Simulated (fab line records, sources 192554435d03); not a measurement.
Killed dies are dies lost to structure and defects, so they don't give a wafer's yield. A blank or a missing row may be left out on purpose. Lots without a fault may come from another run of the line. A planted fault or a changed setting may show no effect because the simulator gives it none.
Chamber matching | flow n5_finfet | N5_HKMG_FIN_WET_ETCH_65 on wet_bench-04: 6 sister chambers
The step etches a-Si in TMAH, stops on TiN, time 49 s, target depth 3 nm. 6 wafers are shown with their chamber, then 5 later ones without.

WAFERS WITH THEIR CHAMBER
wafer  | chamber | bath_heat_duty_pct (%)
L262.6 | 6       | 12.6
L264.4 | 0       | 13.8
L275.1 | 2       | 9.3
L275.3 | 3       | 15.1
L276.3 | 1       | 14.4
L276.4 | 5       | 15.0

WAFERS WITHOUT THEIR CHAMBER
wafer  | bath_heat_duty_pct (%)
L276.6 | 13.0
L277.5 | 13.9
L277.6 | 13.6
L279.2 | 9.3
L279.5 | 13.2

WHICH CHAMBER EACH WENT THROUGH
wafer  | from the rows above          | in truth
L276.6 | can't be placed: 6 or 0      | 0
L277.5 | can't be placed: 0 or 1      | 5
L277.6 | can't be placed: 0 or 1      | 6
L279.2 | 2                            | 2
L279.5 | can't be placed: 6 or 0 or 1 | 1
Placed correctly: 1 of 5. Can't be placed from these rows: 4 (the true chamber is among the candidates in 2). Placed wrongly: 0.
How it was worked out, from the rows above alone: a wafer's distance from a chamber is the root of the sum, over the readings, of the square of ((its reading less the chamber's mean) divided by the reading's scatter). The wafer belongs to the nearest chamber; if the next one is less than 2 further off, it can't be placed. A chamber's mean is the mean of its shown wafers. The scatter: with one shown wafer a chamber, the root of the mean of the squares of how far each hidden wafer lies from its nearest shown one.
